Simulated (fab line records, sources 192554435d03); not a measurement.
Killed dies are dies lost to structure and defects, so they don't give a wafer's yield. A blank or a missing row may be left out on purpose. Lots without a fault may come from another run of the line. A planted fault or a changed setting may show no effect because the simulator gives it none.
fab line records | flow n5_finfet
record lots=10 wafers=27 last_day=17
route steps=1938 shown BEOL_M1@836 BEOL_M2@856 BEOL_M4@1111 PASSIVATION@1936
lots that met no fault: from a run of the same line without faults
start_h: hours from the record's first day to the start of the lot's first wafer shown | wait_h: hours since the lot's step before | " the same as in the row above | L1.1+2: a row that stands for several wafers | - no value, or no start given | * or withheld: withheld | < > ~ a bound
route shown NAME@n: a module of which the file shows steps, and the number in the route of the first | usual: mean/standard deviation of fault-free wafers | same: alike in all rows | chamber/n: place in a boat | sites: the reading at each site | _std_site: their standard deviation | _edge_site: outer sites' mean less inner sites' | radius_mm: how far each site lies from the wafer's centre | mask NAME#n: copy n | behind: the tool/chamber that last shaped the wafer | hold: why the lot was held/for how many hours/how that ended | device: the transistor (n, p or np) that didn't switch | end of line: the same wafers' tests at the end of the route | a step without rows: its recipe alone | killed: dies lost to structure and defects at the first sort, not the wafer's yield | map: a wafer's dies, x killed, . not, _ none there
set.NAME: the setting as run; set.NAME@STEP: as run at that earlier step | model.NAME: the simulator's own value behind a step, which no gauge read
steps of the route over a sample of lots; a table a step, a row a wafer
services: from which hour (start_h, from the record's first day; less than 0 if before it) a tool's chamber was out of use, for how many hours, and why
## steps
# step N5_BEOL_M1_CO_CAP_55
# recipe material=Co target_thk_a=20 temp_c=200 precursor=CCTBA/H2 pressure_torr=30 time_s=102.1
# usual heater_power_w=238/22 susceptor_temp_C=200.01/0.16
# same time_s=102.1
# columns lot.wafer tool chamber start_h wait_h heater_power_w susceptor_temp_C
L807.1 cvd_co-01 1 155.66 0.0 270 199.77
L807.4 " 0 " " 224 200.13
L807.5 " 2 " " 217 200.33
L808.1 cvd_co-02 0 156.75 0.0 249 200.27
L808.2 " 1 " " 238 200.04
L808.3 " 2 " " 223 199.67
L810.2 cvd_co-01 0 176.44 0.0 226 200.11
L810.4 " 0 " " 224 200.21
L810.5 " 1 " " 276 200.01
L813.1 cvd_co-02 2 183.69 0.0 220 200.09
L813.5 " 2 " " 225 200.25
L817.1 cvd_co-02 0 212.99 0.0 249 200.09
L817.3 " 1 " " 235 200.13
L820.2 cvd_co-01 2 230.40 0.0 211 200.46
L820.3 " 0 " " 222 199.85
L820.6 " 2 " " 215 200.23
L821.1 cvd_co-01 0 235.23 0.0 225 200.01
L821.3 " 2 " " 214 200.25
L821.6 " 1 " " 279 199.92
L822.2 cvd_co-02 1 242.67 0.0 235 199.90
L822.4 " 1 " " 233 199.75
L822.5 " 0 " " 248 200.14
L823.2 cvd_co-02 1 248.06 0.0 233 199.81
L823.3 " 0 " " 250 200.06
L827.1 cvd_co-01 0 281.12 0.0 226 199.96
L827.2 " 2 " " 214 200.09
L827.3 " 1 " " 281 199.90
# step N5_BEOL_M2_INSPECT_13
# recipe mode=adi inspect_instrument=brightfield
# usual raw_defect_count=465/110
# columns lot.wafer tool chamber start_h wait_h raw_defect_count
L807.1 defect_inspect-01 - 157.02 0.1 622
L807.4 " - " " 396
L807.5 " - " " 506
L808.1 defect_inspect-02 - 159.83 0.1 475
L808.2 " - " " 596
L808.3 " - " " 619
L810.2 defect_inspect-01 - 178.03 0.0 525
L810.4 " - " " 489
L810.5 " - " " 449
L813.1 defect_inspect-02 - 186.37 0.1 430
L813.5 " - " " 390
L817.1 defect_inspect-01 - 215.34 0.1 335
L817.3 " - " " 378
L820.2 defect_inspect-02 - 232.14 0.0 455
L820.3 " - " " 640
L820.6 " - " " 461
L821.1 defect_inspect-02 - 236.92 0.1 490
L821.3 " - " " 638
L821.6 " - " " 529
L822.2 defect_inspect-01 - 244.42 0.0 482
L822.4 " - " " 282
L822.5 " - " " 429
L823.2 defect_inspect-02 - 249.08 0.0 435
L823.3 " - " " 696
L827.1 defect_inspect-01 - 285.95 0.1 485
L827.2 " - " " 567
L827.3 " - " " 522
# step N5_BEOL_M2_DESCUM_16
# recipe chemistry=O2 time_s=7 source_power_w=50 bias_power_w=20 pressure_mtorr=20 rf_frequency_hz=2.712e+07 temp_c=40 resist=CAR-EUV o2_flow_sccm=225
# usual drypump_motor_current_A=5.6/0.42 oes_product_au=0.80/0.098 rf_vpp_V=242.9/1.2 showerhead_plenum_p_Torr=2.08/0.052 throttle_valve_pct=20.28/0.29
# same time_s=7
# columns lot.wafer tool chamber start_h wait_h drypump_motor_current_A oes_product_au rf_hours_counter_h rf_vpp_V showerhead_plenum_p_Torr throttle_valve_pct
L807.1 rie_diel-03 1 157.26 0.2 5.1 0.93 6 242.8 2.14 20.26
L807.4 " 2 " " 5.6 0.93 22 242.5 2.12 19.81
L807.5 " 0 " " 6.3 0.72 - 244.4 2.07 20.45
L808.1 rie_diel-01 2 159.87 0.0 5.9 0.99 2 243.0 2.06 20.12
L808.2 " 3 " " 5.3 0.70 180 244.3 2.18 20.47
L808.3 " 0 " " 5.7 0.73 205 240.9 1.98 20.35
L810.2 rie_diel-04 3 178.06 0.0 4.9 0.77 166 242.8 1.98 20.31
L810.4 " 0 " " 6.1 0.72 231 242.9 2.04 20.25
L810.5 " 3 " " 4.9 0.77 - 243.7 1.98 20.29
L813.1 rie_diel-03 0 186.42 0.0 6.4 0.71 188 243.3 2.07 20.45
L813.5 " 1 " " 5.1 0.90 - 243.1 2.13 20.27
L817.1 rie_diel-03 0 215.38 0.0 6.4 0.71 197 242.0 2.06 20.48
L817.3 " 1 " " 5.1 0.88 24 243.5 2.13 20.29
L820.2 rie_diel-03 3 232.24 0.1 5.5 0.66 249 244.1 2.06 20.89
L820.3 " 2 " " 5.7 0.88 46 245.2 2.11 19.84
L820.6 " 1 " " 5.1 0.87 - 244.3 2.13 20.29
L821.1 rie_diel-03 0 236.95 0.0 6.4 0.70 205 241.4 2.06 20.49
L821.3 " 2 " " 5.6 0.89 48 244.6 2.11 19.83
L821.6 " 1 " " 5.1 0.86 - 243.3 2.13 20.29
L822.2 rie_diel-04 0 244.46 0.0 6.1 0.70 256 241.8 2.03 20.30
L822.4 " 0 " " 6.1 0.70 - 242.2 2.03 20.30
L822.5 " 1 " " 5.4 0.86 - 241.7 2.04 20.39
L823.2 rie_diel-01 1 249.11 0.0 5.8 0.82 84 242.7 2.10 19.85
L823.3 " 3 " " 5.3 0.68 208 244.0 2.17 20.50
L827.1 rie_diel-04 1 285.98 0.0 5.4 0.83 72 242.0 2.04 20.42
L827.2 " 3 " " 4.9 0.75 194 240.8 1.97 20.34
L827.3 " 0 " " 6.1 1.00 1 242.0 2.03 20.07
# step N5_BEOL_M2_ETCH_74
# recipe chemistry=N2/H2 target=underlayer target_depth_a=65 mask_material=CAR-EUV time_s=5.2 ion_energy_ev=200 pressure_mtorr=30 source_w=840 bias_w=150 n2_flow_sccm=200 h2_flow_sccm=200 ends=cleared
# usual bias_w=150.0/0.47 drypump_motor_current_A=5.6/0.42 etch_rf_on_time_s=5.15/0.13 oes_product_au=0.69/0.083 rf_vpp_V=523.5/2.2 showerhead_plenum_p_Torr=2.53/0.059 throttle_valve_pct=17.71/0.3
# columns lot.wafer tool chamber start_h wait_h bias_w drypump_motor_current_A etch_rf_on_time_s oes_product_au rf_hours_counter_h rf_vpp_V showerhead_plenum_p_Torr throttle_valve_pct
L807.1 rie_diel-03 1 157.30 0.0 149.3 5.1 4.97 0.81 6 523.8 2.59 17.69
L807.4 " 2 " " 149.4 5.6 5.14 0.79 22 524.6 2.60 17.33
L807.5 " 0 " " 149.8 6.4 5.24 0.62 - 524.2 2.52 17.86
L808.1 rie_diel-01 2 159.90 0.0 149.9 5.9 5.16 0.84 2 523.2 2.51 17.56
L808.2 " 3 " " 149.9 5.3 5.22 0.61 180 526.5 2.63 17.79
L808.3 " 0 " " 149.9 5.8 5.05 0.63 205 522.3 2.41 17.74
L810.2 rie_diel-04 3 178.10 0.0 150.0 4.9 5.49 0.63 166 519.5 2.45 18.03
L810.4 " 0 " " 149.7 6.0 5.14 0.60 231 520.5 2.48 17.66
L810.5 " 3 " " 150.1 4.9 5.48 0.64 - 521.4 2.45 18.01
L813.1 rie_diel-03 0 186.45 0.0 149.5 6.4 5.25 0.61 188 520.9 2.51 17.87
L813.5 " 1 " " 149.5 5.1 4.94 0.79 - 525.9 2.58 17.70
L817.1 rie_diel-03 0 215.41 0.0 150.0 6.4 3.81 0.73 197 524.3 2.51 17.94
L817.3 " 1 " " 149.4 5.1 4.89 0.78 24 527.5 2.58 17.70
L820.2 rie_diel-03 3 232.28 0.0 150.4 5.5 3.77 0.69 249 522.7 2.51 18.41
L820.3 " 2 " " 150.3 5.6 5.13 0.75 46 524.9 2.59 17.36
L820.6 " 1 " " 150.0 5.1 4.94 0.76 - 526.8 2.58 17.73
L821.1 rie_diel-03 0 236.99 0.0 150.0 6.4 3.83 0.72 205 523.8 2.51 17.92
L821.3 " 2 " " 149.4 5.7 5.11 0.75 48 524.7 2.59 17.36
L821.6 " 1 " " 149.8 5.1 4.94 0.77 - 526.5 2.58 17.72
L822.2 rie_diel-04 0 244.49 0.0 149.0 6.1 5.14 0.59 256 525.4 2.47 17.70
L822.4 " 0 " " 149.4 6.1 5.15 0.60 - 523.8 2.47 17.70
L822.5 " 1 " " 149.7 5.4 5.14 0.73 - 522.2 2.48 17.83
L823.2 rie_diel-01 1 249.15 0.0 149.5 5.8 5.00 0.70 84 524.1 2.56 17.29
L823.3 " 3 " " 149.5 5.3 5.10 0.60 208 526.6 2.61 17.81
L827.1 rie_diel-04 1 286.02 0.0 149.8 5.4 5.21 0.71 72 522.1 2.47 17.85
L827.2 " 3 " " 150.1 5.0 5.50 0.62 194 521.1 2.44 18.08
L827.3 " 0 " " 151.4 6.1 5.24 0.86 1 522.6 2.47 17.37
# step N5_BEOL_M4_RC_MEAS_101
# usual DIBL_N=36.2/2 DIBL_P=36.1/2.4 IOFF_N=0.16/0.035 IOFF_P=0.22/0.041 ION_N=675/14 ION_P=465/8.6 SS_N=71.5/0.64 SS_P=73.2/0.76 VT_N=250/3.9 VT_P=-249/3.4
# columns lot.wafer tool chamber start_h wait_h DIBL_N[mV/V] DIBL_P[mV/V] IOFF_N[nA/um] IOFF_P[nA/um] ION_N[uA/um] ION_P[uA/um] SS_N[mV/dec] SS_P[mV/dec] VT_N[mV] VT_P[mV]
L807.1 prober-02 0 196.07 0.0 36.6 35.9 0.18 0.23 688 476 71.7 73.7 245 -248
L807.4 " 0 " " 35.0 33.7 0.14 0.18 659 447 71.1 72.8 251 -252
L807.5 " 0 " " 37.3 37.3 0.20 0.25 688 469 71.7 74.3 241 -246
L808.1 prober-02 0 199.14 0.0 32.9 33.1 0.10 0.15 650 449 71.1 71.9 256 -252
L808.2 " 0 " " 34.0 35.1 0.12 0.18 658 463 71.1 72.5 254 -250
L808.3 " 0 " " 33.6 35.0 0.10 0.17 643 454 70.4 73.3 257 -252
L810.2 prober-01 0 206.14 0.2 34.8 34.5 0.13 0.20 665 456 71.7 72.6 248 -251
L810.4 " 0 " " 35.7 36.2 0.16 0.22 680 470 71.5 73.6 248 -246
L810.5 " 0 " " 35.7 36.0 0.16 0.23 675 476 71.6 72.8 249 -249
L813.1 prober-02 0 225.18 0.0 38.0 38.3 0.20 0.25 684 474 70.9 73.9 243 -247
L813.5 " 0 " " 37.2 37.9 0.18 0.25 673 469 71.1 73.4 245 -247
L817.1 prober-01 0 255.86 0.0 37.1 38.2 0.16 0.24 678 467 71.9 73.2 249 -248
L817.3 " 0 " " 40.6 41.0 0.24 0.29 693 469 72.9 73.8 243 -247
L820.2 prober-01 0 264.40 0.2 34.2 33.2 0.11 0.17 654 450 70.9 71.7 255 -250
L820.3 " 0 " " 36.6 37.2 0.16 0.23 677 472 71.4 72.4 249 -246
L820.6 " 0 " " 33.0 31.7 0.10 0.16 653 453 71.0 71.6 255 -251
L822.2 prober-01 0 272.26 0.2 37.2 38.9 0.16 0.20 670 458 71.8 73.8 249 -255
L822.4 " 0 " " 36.1 38.3 0.16 0.20 680 470 71.5 73.7 249 -251
L822.5 " 0 " " 37.1 38.6 0.17 0.21 685 465 72.0 73.9 251 -250
L821.1 prober-02 0 272.29 0.0 34.9 33.2 0.13 0.18 677 466 70.9 72.7 251 -251
L821.3 " 0 " " 38.7 37.5 0.19 0.24 674 463 72.2 74.4 248 -247
L821.6 " 0 " " 40.8 40.7 0.24 0.28 703 472 72.0 74.0 243 -247
L823.2 prober-02 0 293.23 0.2 34.1 34.6 0.12 0.19 664 465 71.1 73.1 257 -251
L823.3 " 0 " " 36.5 36.2 0.16 0.19 652 443 72.1 74.3 251 -254
L827.1 prober-01 0 314.81 0.0 36.4 36.3 0.15 0.18 654 446 71.6 73.3 257 -255
L827.2 " 0 " " 36.0 36.5 0.14 0.18 671 454 71.5 73.3 254 -254
L827.3 " 0 " " 33.9 33.8 0.12 0.16 669 458 70.8 71.7 254 -256
# step N5_PASSIVATION_PROBE_49
# usual defect_limited_yield=91.1/1.4 killed_at_M0_to_M3=36/9.9 killed_at_M4_up=13/5.8 killed_at_contacts=14/5.9 killed_at_front_end=39/11 killed_at_other=3.4/2.9 killed_dies=105/17 killed_open=70/13 killed_short=34/7.3 sort_bin_5_function=5.3/1 sort_bin_6_memory=3.3/0.62 sort_bin_8_speed=0.01/0.057 sort_n_pass=1075/17
# same gross_dies=1180 killed_at_back_side=0 sort_bin_4_leakage[%]=0
# columns lot.wafer tool chamber start_h wait_h defect_limited_yield[%] killed_at_M0_to_M3 killed_at_M4_up killed_at_contacts killed_at_front_end killed_at_other killed_dies killed_open killed_short sort_bin_5_function[%] sort_bin_6_memory[%] sort_bin_8_speed[%] sort_n_pass
L820.2 prober-01 - 379.13 0.1 89.8 47 15 17 41 0 120 74 33 6.0 2.8 0 1060
# killed by level:class
L820.2 MOL_CONTACT_COAG:geometric_particle:open=17 BEOL_M2:geometric_particle:open=13 HKMG_FIN:area_etch=12 BEOL_M0_SAQP:geometric_particle:short=10 STI_FIN_REVEAL:geometric_particle:open=9 FIN_SAQP:geometric_particle:short=7 BEOL_M0_SAQP:geometric_particle:open=6 BEOL_M2:geometric_particle:short=5
## services
# columns tool chamber start_h hours kind
rie_diel-01 0 134.94 7.9 repair
rie_diel-03 1 188.21 2.4 repair
cvd_co-02 - 189.79 0.3 repair
rie_diel-01 1 202.82 3.8 repair
cvd_co-02 - 214.59 2.8 pm
rie_diel-04 3 218.89 32.8 repair
rie_diel-03 3 234.65 - clean
rie_diel-03 3 234.65 - consumable_replace:focus_ring
rie_diel-03 3 234.65 20.9 scheduled_down
rie_diel-03 3 234.65 20.9 vent_cycle
rie_diel-01 - 236.60 0.2 repair
rie_diel-04 0 251.90 - clean
rie_diel-04 0 251.90 - consumable_replace:focus_ring
rie_diel-04 0 251.90 31.1 scheduled_down
rie_diel-04 0 251.90 31.1 vent_cycle
cvd_co-01 - 265.04 2.8 pm
## key
first_sign step=N5_BEOL_M2_ETCH_74 reading=etch_rf_on_time_s direction=down sigmas=10 usual=* struck=*
effect none on later readings
met_at N5_BEOL_M2_ETCH_74
struck_lots L817,L820,L821
struck_wafers L817.1,L820.2,L821.1
baseline_loss step=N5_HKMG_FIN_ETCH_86 wafers=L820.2
not_acting_at N5_BEOL_M1_CO_CAP_55,N5_BEOL_M2_INSPECT_13,N5_BEOL_M2_DESCUM_16
onset_between 186.45 215.41
fault kind=process_parameter_drift tool=rie_diel-03 chamber=- onset_h=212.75 steps=N5_BEOL_M2_ETCH_74 channel=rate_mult offset=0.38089 shape=step end_h=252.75 scope=struck_wafers_only
# baseline_loss: these wafers lose ten dies or more at that step, a loss of the line's own and not of a fault; the sort's usual values leave them out
